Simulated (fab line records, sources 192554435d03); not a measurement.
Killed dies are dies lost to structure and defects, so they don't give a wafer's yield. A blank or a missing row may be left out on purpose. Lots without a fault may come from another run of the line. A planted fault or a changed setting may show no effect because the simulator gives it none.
fab line records | flow n5_finfet
record lots=10 wafers=29 last_day=17
route steps=1938 shown BEOL_M13@1709 BEOL_M14@1722 PASSIVATION@1936
lots that met no fault: from a run of the same line without faults
start_h: hours from the record's first day to the start of the lot's first wafer shown | wait_h: hours since the lot's step before | " the same as in the row above | L1.1+2: a row that stands for several wafers | - no value, or no start given | * or withheld: withheld | < > ~ a bound
route shown NAME@n: a module of which the file shows steps, and the number in the route of the first | usual: mean/standard deviation of fault-free wafers | same: alike in all rows | chamber/n: place in a boat | sites: the reading at each site | _std_site: their standard deviation | _edge_site: outer sites' mean less inner sites' | radius_mm: how far each site lies from the wafer's centre | mask NAME#n: copy n | behind: the tool/chamber that last shaped the wafer | hold: why the lot was held/for how many hours/how that ended | device: the transistor (n, p or np) that didn't switch | end of line: the same wafers' tests at the end of the route | a step without rows: its recipe alone | killed: dies lost to structure and defects at the first sort, not the wafer's yield | map: a wafer's dies, x killed, . not, _ none there
set.NAME: the setting as run; set.NAME@STEP: as run at that earlier step | model.NAME: the simulator's own value behind a step, which no gauge read
steps of the route over a sample of lots; a table a step, a row a wafer
services: from which hour (start_h, from the record's first day; less than 0 if before it) a tool's chamber was out of use, for how many hours, and why
## steps
# step N5_BEOL_M13_ANNEAL_48
# recipe temp_c=225 time_s=90 ambient=N2
# usual wafer_temp_C_max=225.92/0.23
# columns lot.wafer tool chamber start_h wait_h wafer_temp_C_max
L440.3 rtp_anneal-01 0 288.59 0.3 225.81
L440.4 " 0 " " 225.95
L440.5 " 0 " " 225.83
L439.2 rtp_anneal-02 0 293.24 0.2 225.92
L439.6 " 0 " " 225.90
L443.1 rtp_anneal-02 0 293.74 0.2 226.49
L443.3 " 0 " " 225.98
L443.5 " 0 " " 226.13
L441.2 rtp_anneal-01 0 300.49 0.2 225.71
L441.5 " 0 " " 225.57
L441.6 " 0 " " 225.52
L442.2 rtp_anneal-01 0 307.97 0.2 225.45
L442.4 " 0 " " 225.81
L442.5 " 0 " " 225.87
L448.3 rtp_anneal-01 0 326.15 0.4 225.78
L448.4 " 0 " " 225.96
L448.5 " 0 " " 226.07
L449.2 rtp_anneal-02 0 332.25 0.2 226.09
L449.4 " 0 " " 225.72
L449.5 " 0 " " 225.71
L454.2 rtp_anneal-01 0 372.04 0.2 226.23
L454.3 " 0 " " 225.93
L454.4 " 0 " " 225.61
L455.1 rtp_anneal-01 0 379.56 0.2 226.05
L455.5 " 0 " " 226.27
L455.6 " 0 " " 226.07
L458.2 rtp_anneal-01 0 390.48 0.3 225.73
L458.4 " 0 " " 225.86
L458.5 " 0 " " 226.40
# step N5_BEOL_M14_EXPOSE_07
# recipe mask_id=V13 na=0.8 source_shape=annular sigma_inner=0.5 sigma_outer=0.8 polarization=unpolarized attpsm_phase_deg=180 dose_mj=57
# usual focus_offset_nm=0.0/0.56 reticle_temp_C=22.99/0.097
# same na=0.8
# columns lot.wafer tool chamber start_h wait_h mask focus_offset_nm reticle_temp_C
L440.3 krf_scanner-02 0 289.62 - V13#0 -0.5 22.88
L440.4 " 0 " " V13#0 -0.4 22.97
L440.5 " 0 " " V13#0 -0.9 23.02
L439.2 krf_scanner-02 0 294.31 - V13#0 0.2 22.90
L439.6 " 0 " " V13#0 -0.6 22.93
L443.1 krf_scanner-02 0 294.84 - V13#0 0.4 23.03
L443.3 " 0 " " V13#0 -0.4 23.19
L443.5 " 0 " " V13#0 -1.1 23.13
L441.2 krf_scanner-02 0 301.56 - V13#0 0.4 22.80
L441.5 " 0 " " V13#0 -0.6 22.87
L441.6 " 0 " " V13#0 -0.3 22.84
L442.2 krf_scanner-02 0 309.05 - V13#0 0.6 23.02
L442.4 " 0 " " V13#0 0.1 22.85
L442.5 " 0 " " V13#0 -0.1 23.01
L448.3 krf_scanner-02 0 327.36 - V13#0 0.6 22.99
L448.4 " 0 " " V13#0 0.4 22.94
L448.5 " 0 " " V13#0 -0.1 22.91
L449.2 krf_scanner-02 0 333.44 - V13#0 -0.6 22.86
L449.4 " 0 " " V13#0 0.0 23.06
L449.5 " 0 " " V13#0 0.0 22.99
L454.2 krf_scanner-01 0 373.28 - V13#0 0.6 22.89
L454.3 " 0 " " V13#0 -0.3 22.92
L454.4 " 0 " " V13#0 -0.2 22.91
L455.1 krf_scanner-01 0 380.67 - V13#0 -0.6 23.03
L455.5 " 0 " " V13#0 0.0 22.93
L455.6 " 0 " " V13#0 0.1 22.99
L458.2 krf_scanner-01 0 391.54 - V13#0 0.1 23.17
L458.4 " 0 " " V13#0 0.1 23.12
L458.5 " 0 " " V13#0 1.1 23.11
# step N5_BEOL_M14_OVL_MEAS_11
# recipe points_per_wafer=44
# usual V13_OVL=2/5.1
# columns lot.wafer tool chamber start_h wait_h V13_OVL[nm]
L440.3 overlay-01 0 289.82 0.0 4
L440.4 " 0 " " 5
L440.5 " 0 " " 15
L439.2 overlay-01 0 294.51 0.0 3
L439.6 " 0 " " 5
L443.1 overlay-02 0 295.05 0.0 15
L443.3 " 0 " " 5
L443.5 " 0 " " 3
L441.2 overlay-01 0 301.76 0.0 8
L441.5 " 0 " " 7
L441.6 " 0 " " 9
L442.2 overlay-02 0 309.25 0.0 -5
L442.4 " 0 " " -3
L442.5 " 0 " " -2
L448.3 overlay-02 0 327.56 0.0 43
L448.4 " 0 " " 35
L448.5 " 0 " " 43
L449.2 overlay-02 0 333.64 0.0 38
L449.4 " 0 " " 48
L449.5 " 0 " " 39
L454.2 overlay-01 0 373.48 0.0 9
L454.3 " 0 " " 7
L454.4 " 0 " " -3
L455.1 overlay-01 0 380.87 0.0 3
L455.5 " 0 " " 4
L455.6 " 0 " " 4
L458.2 overlay-02 0 391.74 0.0 2
L458.4 " 0 " " 6
L458.5 " 0 " " -1
# step N5_BEOL_M14_VIA_ETCH_16
# recipe chemistry=C4F8/O2/Ar target=SiO2 he_inner_torr=15 he_outer_torr=30 target_depth_a=12313 time_s=withheld ion_energy_ev=800 pressure_mtorr=20 source_w=1905 bias_w=2040 Ar_flow_sccm=400 C4F8_flow_sccm=16 O2_flow_sccm=12 ends=cleared
# usual drypump_motor_current_A=5.6/0.56 oes_product_au=0.68/0.042 rf_vpp_V=2215/38 showerhead_plenum_p_Torr=3.39/0.082 throttle_valve_pct=30.97/0.28
# columns lot.wafer tool chamber start_h wait_h drypump_motor_current_A oes_product_au rf_vpp_V showerhead_plenum_p_Torr throttle_valve_pct
L440.3 rie_diel-06 2 289.96 0.0 5.4 0.69 2220 3.33 30.94
L440.4 " 3 " " 6.6 0.69 2227 3.46 31.24
L440.5 " 2 " " 5.4 0.70 2218 3.33 30.94
L439.2 rie_diel-06 2 294.65 0.0 5.4 0.69 2216 3.33 30.94
L439.6 " 3 " " 6.6 0.69 2229 3.46 31.22
L443.1 rie_diel-02 2 295.19 0.0 5.1 0.76 2140 3.34 31.26
L443.3 " 0 " " 5.4 0.63 2204 3.42 31.08
L443.5 " 1 " " 5.1 0.72 2216 3.37 31.16
L441.2 rie_diel-06 2 302.01 0.0 5.4 0.69 2219 3.33 30.94
L441.5 " 0 " " 6.2 0.74 2190 3.37 31.22
L441.6 " 3 " " 6.6 0.68 2228 3.46 31.24
L442.2 rie_diel-06 1 309.40 0.0 4.9 0.64 2278 3.27 30.97
L442.4 " 3 " " 6.6 0.69 2228 3.46 31.23
L442.5 " 3 " " 6.6 0.69 2227 3.46 31.25
L448.3 rie_diel-03 3 327.70 0.0 6.0 0.65 2199 3.40 30.61
L448.4 " 2 " " 5.6 0.72 2202 3.48 30.56
L448.5 " 0 " " 5.5 0.70 2257 3.57 30.24
L449.2 rie_diel-02 2 333.78 0.0 5.1 0.73 2140 3.34 31.24
L449.4 " 3 " " 5.4 0.63 2200 3.54 30.81
L449.5 " 1 " " 5.1 0.70 2212 3.37 31.16
L454.2 rie_diel-03 1 373.63 0.0 6.1 0.73 2285 3.48 30.72
L454.3 " 0 " " 5.5 0.68 2256 3.56 30.24
L454.4 " 3 " " 6.0 0.64 2197 3.40 30.63
L455.1 rie_diel-02 2 381.02 0.0 5.1 0.73 2141 3.33 31.27
L455.5 " 0 " " 5.4 0.61 2205 3.40 31.12
L455.6 " 1 " " 5.1 0.69 2212 3.36 31.21
L458.2 rie_diel-02 2 391.90 0.0 5.1 0.72 2139 3.33 31.27
L458.4 " 0 " " 5.4 0.60 2204 3.40 31.10
L458.5 " 1 " " 5.1 0.69 2211 3.36 31.19
# step N5_BEOL_M14_STRIP_63
# recipe chemistry=O2 power_w=600 temp_c=60 pressure_mtorr=30 rf_frequency_hz=6e+07 bias_power_w=0 overash_fraction=0.3 o2_flow_sccm=225
# usual drypump_motor_current_A=5.6/0.56 oes_product_au=0.76/0.047 rf_vpp_V=3.7/0.99 showerhead_plenum_p_Torr=2.06/0.06 throttle_valve_pct=16.75/0.21
# same bias_power_w=0
# columns lot.wafer tool chamber start_h wait_h drypump_motor_current_A oes_product_au rf_hours_counter_h rf_vpp_V showerhead_plenum_p_Torr throttle_valve_pct
L440.3 rie_diel-06 2 - - 5.4 0.78 133 3.3 2.01 16.64
L440.4 " 3 " " 6.6 0.76 127 4.3 2.11 16.86
L440.5 " 2 " " 5.4 0.78 - 3.5 2.01 16.66
L439.2 rie_diel-06 2 - - 5.4 0.77 134 4.2 2.01 16.66
L439.6 " 3 " " 6.6 0.74 - 2.6 2.11 16.91
L443.1 rie_diel-02 2 - - 5.1 0.83 69 3.9 2.03 16.85
L443.3 " 0 " " 5.4 0.70 196 4.5 2.06 16.87
L443.5 " 1 " " 5.0 0.80 - 4.2 2.03 16.67
L441.2 rie_diel-06 2 - - 5.4 0.77 136 3.8 2.01 16.63
L441.5 " 0 " " 6.3 0.81 - 3.1 2.02 16.73
L441.6 " 3 " " 6.6 0.74 - 5.3 2.11 16.90
L442.2 rie_diel-06 1 - - 4.9 0.71 207 5.4 2.02 17.03
L442.4 " 3 " " 6.6 0.75 132 3.1 2.11 16.90
L442.5 " 3 " " 6.6 0.75 - 5.0 2.11 16.90
L448.3 rie_diel-03 3 - - 6.0 0.73 181 2.4 2.08 16.50
L448.4 " 2 " " 5.6 0.79 82 4.1 2.12 16.36
L448.5 " 0 " " 5.5 0.78 - 3.6 2.20 16.30
L449.2 rie_diel-02 2 - - 5.1 0.82 83 5.0 2.03 16.85
L449.4 " 3 " " 5.4 0.73 199 5.2 2.18 16.94
L449.5 " 1 " " 5.1 0.81 - 4.1 2.02 16.72
L454.2 rie_diel-03 1 - - 6.1 0.82 109 5.6 2.12 16.52
L454.3 " 0 " " 5.5 0.77 140 4.1 2.20 16.35
L454.4 " 3 " " 6.0 0.70 197 4.5 2.07 16.54
L455.1 rie_diel-02 2 - - 5.1 0.81 100 3.8 2.02 16.92
L455.5 " 0 " " 5.4 0.66 - 3.2 2.05 16.89
L455.6 " 1 " " 5.0 0.78 - 5.2 2.02 16.73
L458.2 rie_diel-02 2 - - 5.1 0.79 105 3.3 2.02 16.91
L458.4 " 0 " " 5.4 0.68 230 4.2 2.05 16.92
L458.5 " 1 " " 5.0 0.77 - 1.9 2.02 16.72
# step N5_PASSIVATION_PROBE_49
# usual defect_limited_yield=91.0/1.5 killed_at_M0_to_M3=33/9.4 killed_at_M4_up=14/4.8 killed_at_contacts=13/7.3 killed_at_front_end=43/13 killed_at_other=3.6/2.9 killed_dies=106/18 killed_open=69/13 killed_short=35/8.2 sort_bin_5_function=5.3/1 sort_bin_6_memory=3.3/0.68 sort_bin_8_speed=0.01/0.027 sort_n_pass=1074/18 sort_yield_pct=91.0/1.5
# same gross_dies=1180 killed_at_back_side=0 sort_bin_4_leakage[%]=0
# columns lot.wafer tool chamber start_h wait_h defect_limited_yield[%] killed_at_M0_to_M3 killed_at_M4_up killed_at_contacts killed_at_front_end killed_at_other killed_dies killed_open killed_short sort_bin_5_function[%] sort_bin_6_memory[%] sort_bin_8_speed[%] sort_n_pass sort_yield_pct[%]
L448.3 prober-01 - 358.20 0.1 90.9 28 17 14 44 4 107 73 30 5.4 3.1 0 1073 90.9
L448.4 prober-01 - 358.25 0.2 89.5 37 22 3 55 7 124 90 33 6.4 3.9 0 1056 89.5
L448.5 prober-01 - 358.30 0.2 90.5 26 17 19 50 0 112 80 26 4.7 3.9 0 1068 90.5
L449.2 prober-02 - 360.79 0.1 91.5 28 16 14 40 2 100 78 21 4.7 3.4 0 1080 91.5
L449.4 prober-02 - 360.89 0.2 90.4 45 10 15 41 2 113 66 47 5.8 3.6 0 1067 90.4
L449.5 prober-02 - 360.94 0.2 89.5 46 14 21 38 5 124 78 46 5.8 4.2 0 1056 89.5
L455.1 prober-02 - 404.19 0.0 92.7 24 16 6 38 2 86 58 26 4.3 2.9 0 1094 92.7
L455.5 prober-02 - 404.39 0.2 90.9 44 11 4 43 5 107 68 36 5.1 3.4 0 1073 90.9
L455.6 prober-02 - 404.44 0.3 90.3 30 14 13 54 4 115 69 38 5.8 3.4 0 1065 90.3
L458.2 prober-01 - 415.86 0.1 90.8 37 4 20 39 9 109 69 39 5.6 3.5 0 1071 90.8
L458.4 prober-01 - 415.96 0.2 91.1 34 9 21 33 8 105 64 33 4.3 4.0 0 1075 91.1
L458.5 prober-01 - 416.01 0.2 91.4 30 17 21 30 4 102 66 35 4.3 3.9 0 1078 91.4
# killed by level:class
L448.3 FIN_SAQP:geometric_particle:open=16 MOL_CONTACT_COAG:geometric_particle:open=12 BEOL_M3:geometric_particle:open=7 FIN_SAQP:geometric_particle:short=6 BEOL_M0_SAQP:geometric_particle:open=5 BEOL_M2:geometric_particle:open=5 STARTING-WAFER:geometric_particle:short=4 STI_FIN_REVEAL:geometric_particle:open=4
L448.4 FIN_SAQP:geometric_particle:open=25 BEOL_M4:geometric_particle:open=12 STI_FIN_REVEAL:geometric_particle:open=9 BEOL_M0_SAQP:geometric_particle:open=7 BEOL_M1:geometric_particle:open=7 BEOL_M2:geometric_particle:open=7 BEOL_M3:geometric_particle:open=6 FIN_SAQP:geometric_particle:short=5
L448.5 FIN_SAQP:geometric_particle:open=16 MOL_CONTACT_COAG:geometric_particle:open=16 STI_FIN_REVEAL:geometric_particle:open=11 BEOL_M4:geometric_particle:open=10 BEOL_M1:geometric_particle:open=7 BEOL_M0_SAQP:geometric_particle:open=6 HKMG_FIN:area_etch=6 BEOL_M0_SAQP:geometric_particle:short=5
L449.2 FIN_SAQP:geometric_particle:open=11 BEOL_M0_SAQP:geometric_particle:open=11 MOL_CONTACT_COAG:geometric_particle:open=11 STI_FIN_REVEAL:geometric_particle:open=8 FIN_SAQP:geometric_particle:short=7 BEOL_M2:geometric_particle:open=6 STARTING-WAFER:geometric_particle:open=4 BEOL_M0_SAQP:geometric_particle:short=4
L449.4 FIN_SAQP:geometric_particle:short=11 MOL_CONTACT_COAG:geometric_particle:open=11 BEOL_M0_SAQP:geometric_particle:short=11 BEOL_M2:geometric_particle:open=11 BEOL_M0_SAQP:geometric_particle:open=10 FIN_SAQP:geometric_particle:open=7 BEOL_M4:geometric_particle:open=7 ILD0:geometric_particle:open=4
L449.5 MOL_CONTACT_COAG:geometric_particle:open=19 BEOL_M0_SAQP:geometric_particle:short=17 BEOL_M0_SAQP:geometric_particle:open=12 FIN_SAQP:geometric_particle:short=11 FIN_SAQP:geometric_particle:open=8 BEOL_M2:geometric_particle:open=7 GATE_CUT:geometric_particle:open=5 GATE_CUT:geometric_particle:short=4
L455.1 STI_FIN_REVEAL:geometric_particle:open=9 BEOL_M1:geometric_particle:open=7 GATE_CUT:geometric_particle:short=6 MOL_CONTACT_COAG:geometric_particle:open=6 DUMMY_GATE:geometric_particle:open=5 BEOL_M2:geometric_particle:open=5 BEOL_M4:geometric_particle:short=5 BEOL_M6:geometric_particle:open=5
L455.5 STI_FIN_REVEAL:geometric_particle:open=13 BEOL_M0_SAQP:geometric_particle:open=10 BEOL_M2:geometric_particle:open=10 BEOL_M0_SAQP:geometric_particle:short=7 BEOL_M1:geometric_particle:open=7 GATE_CUT:geometric_particle:short=6 BEOL_M4:geometric_particle:open=6 FIN_SAQP:geometric_particle:open=4
L455.6 STI_FIN_REVEAL:geometric_particle:open=13 BEOL_M1:geometric_particle:open=10 FIN_SAQP:geometric_particle:short=9 MOL_CONTACT_COAG:geometric_particle:open=8 FIN_SAQP:geometric_particle:open=7 DUMMY_GATE:geometric_particle:open=7 BEOL_M1:geometric_particle:short=5 BEOL_M2:geometric_particle:open=5
L458.2 MOL_CONTACT_COAG:geometric_particle:open=15 BEOL_M2:geometric_particle:open=12 ILD0:geometric_particle:short=8 BEOL_M1:geometric_particle:open=6 STARTING-WAFER:geometric_particle:open=6 FIN_SAQP:geometric_particle:short=5 FIN_SAQP:geometric_particle:open=5 STI_FIN_REVEAL:geometric_particle:open=5
L458.4 BEOL_M2:geometric_particle:open=18 MOL_CONTACT_COAG:geometric_particle:open=17 FIN_SAQP:geometric_particle:open=10 HKMG_FIN:area_etch=6 FIN_SAQP:geometric_particle:short=5 BEOL_M2:geometric_particle:short=5 PASS1_DEP:geometric_particle:open=5 STI_FIN_REVEAL:geometric_particle:open=4
L458.5 MOL_CONTACT_COAG:geometric_particle:open=17 BEOL_M2:geometric_particle:open=10 BEOL_M4:geometric_particle:open=8 FIN_SAQP:geometric_particle:short=7 DUMMY_GATE:geometric_particle:open=5 MOL_CONTACT_COAG:geometric_particle:short=4 BEOL_M3:geometric_particle:open=4 FIN_SAQP:geometric_particle:open=3
## services
# columns tool chamber start_h hours kind
krf_scanner-01 - 288.60 1.0 pm
krf_scanner-02 - 295.12 1.3 pm
krf_scanner-01 - 303.85 1.3 pm
rie_diel-03 3 307.60 7.1 repair
krf_scanner-02 - 313.16 0.8 pm
krf_scanner-01 - 320.95 0.4 repair
rie_diel-02 3 335.50 4.8 repair
krf_scanner-01 0 337.44 - calibration
krf_scanner-01 - 341.92 4.0 pm
krf_scanner-01 - 362.51 6.0 repair
rie_diel-06 2 362.62 4.0 repair
krf_scanner-02 - 368.51 11.6 pm
rie_diel-03 0 379.04 8.9 repair
## key
first_sign step=N5_BEOL_M14_OVL_MEAS_11 reading=V13_OVL direction=up sigmas=7.6 usual=2 struck=41
effect none on later readings
met_at N5_BEOL_M14_EXPOSE_07
struck_lots L448,L449
not_acting_at N5_BEOL_M13_ANNEAL_48,N5_BEOL_M14_VIA_ETCH_16,N5_BEOL_M14_STRIP_63
onset_between 309.05 327.36
fault kind=scanner_matching_overlay tool=krf_scanner-02 chamber=- onset_h=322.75 steps=N5_BEOL_M14_EXPOSE_07 offset=38.326
